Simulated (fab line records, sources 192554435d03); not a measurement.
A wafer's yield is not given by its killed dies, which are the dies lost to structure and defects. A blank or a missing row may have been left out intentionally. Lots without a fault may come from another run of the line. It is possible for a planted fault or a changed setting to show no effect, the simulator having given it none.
A single fault, viewed from 3 desks + flow n5-finfet + what lay behind the numbers comes last; until then each desk has only its own

DESK OF THE TOOL OWNER: remote-plasma-02
The tool's own readings at N5_STI_FIN_REVEAL_PRECLEAN_17 (cleans in NF3:NH3, afs cycles 1, time 20 s, sublimation time 60 s): means of the sampled wafers that have a number, for each lot that ran on this tool. A lot is out of limits, marked OUT, if its mean lies more than 4 standard deviations from the usual mean; the brackets give that distance.
Columns: A = pressure-torr at N5_STI_FIN_REVEAL_PRECLEAN_17, usual 3.000 Torr
| lot  | first seen here | A     |
|------|-----------------|-------|
| L254 | day 4 00:27     | 3.002 |
| L255 | day 4 07:29     | 2.992 |
| L261 | day 5 18:49     | 2.994 |
| L262 | day 6 04:07     | 3.000 |
This desk found nothing out of limits on any of the 4 lots.

THE DEFECT DESK
Inspection counts along the route, by lot: the mean over sampled wafers that carry a number. A lot is out of limits, marked OUT, if its mean lies more than 4 standard deviations from the usual mean; the brackets give that distance.
Columns: A = raw-defect-count at N5_STI_FIN_REVEAL_INSPECT_13, usual 11
| lot  | first seen here | A                     |
|------|-----------------|-----------------------|
| L249 | day 2 19:38     | 7                     |
| L254 | day 4 01:21     | 10                    |
| L255 | day 4 08:23     | 6                     |
| L261 | day 5 19:44     | 663 (+99 or more) OUT |
| L262 | day 6 05:01     | 661 (+99 or more) OUT |
| L263 | day 6 09:58     | 11                    |
| L264 | day 6 15:22     | 8                     |
| L266 | day 7 03:18     | 13                    |
| L271 | day 8 07:01     | 11                    |
This desk finds L261, L262 out of limits, L261 being first, at day 5 19:44 (raw-defect-count at N5_STI_FIN_REVEAL_INSPECT_13). L249, L254, L255, L263, L264, L266, L271: within limits.

THE METROLOGY DESK
Lot by lot, what the gauges showed, no matter which tool ran the lot: averages of those sampled wafers that carry a number. A lot is out of limits, marked OUT, if its mean lies more than 4 standard deviations from the usual mean; the brackets give that distance. Shown here are 7 of its 10 readings, the ones lying furthest out on some lot.
Columns: A = DIBL_P at N5_BEOL_M4_RC_MEAS_101, usual 36.2 mV/V; B = IOFF_N at N5_BEOL_M4_RC_MEAS_101, usual 0.16 nA/um; C = IOFF_P at N5_BEOL_M4_RC_MEAS_101, usual 0.21 nA/um; D = ION_N at N5_BEOL_M4_RC_MEAS_101, usual 675 uA/um; E = ION_P at N5_BEOL_M4_RC_MEAS_101, usual 463 uA/um; F = VT_N at N5_BEOL_M4_RC_MEAS_101, usual 250 mV; G = VT_P at N5_BEOL_M4_RC_MEAS_101, usual -251 mV
| lot  | first seen here | A    | B    | C    | D   | E   | F   | G    |
|------|-----------------|------|------|------|-----|-----|-----|------|
| L249 | day 8 10:36     | 37.9 | 0.20 | 0.24 | 686 | 466 | 246 | -249 |
| L255 | day 10 01:41    | 38.5 | 0.22 | 0.27 | 690 | 469 | 244 | -247 |
| L254 | day 10 01:47    | 35.7 | 0.15 | 0.17 | 672 | 455 | 250 | -255 |
| L261 | day 11 09:48    | 38.9 | 0.21 | 0.27 | 682 | 473 | 247 | -246 |
| L263 | day 12 04:16    | 36.4 | 0.19 | 0.25 | 683 | 467 | 249 | -246 |
| L262 | day 12 04:51    | 36.4 | 0.14 | 0.22 | 669 | 461 | 252 | -250 |
| L264 | day 12 05:36    | 37.6 | 0.18 | 0.25 | 690 | 470 | 247 | -246 |
| L266 | day 14 00:33    | 37.5 | 0.18 | 0.27 | 683 | 471 | 249 | -247 |
| L271 | day 14 05:08    | 34.3 | 0.14 | 0.19 | 669 | 457 | 252 | -253 |
This desk found nothing out of limits on any of the 9 lots.

ALL TOGETHER
The defect desk could have raised an alarm at day 5 19:44, on L261, L262.
The desk of the tool owner found nothing out of limits.
Metrology desk: nothing out of limits seen.
Tool owner's desk: L261, L262 on record, inside its limits.
The metrology desk has L261, L262 on record, within its limits.
All the named lots went through N5_STI_FIN_REVEAL_PRECLEAN_17 on remote-plasma-02.

WHAT HAD BEEN PUT IN BY THE SIMULATOR
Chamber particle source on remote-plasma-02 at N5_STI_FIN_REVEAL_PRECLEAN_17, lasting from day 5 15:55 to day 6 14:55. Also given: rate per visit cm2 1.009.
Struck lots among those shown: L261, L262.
Hours from the fault's start to each desk's first reading out of limits: the defect desk, 4.
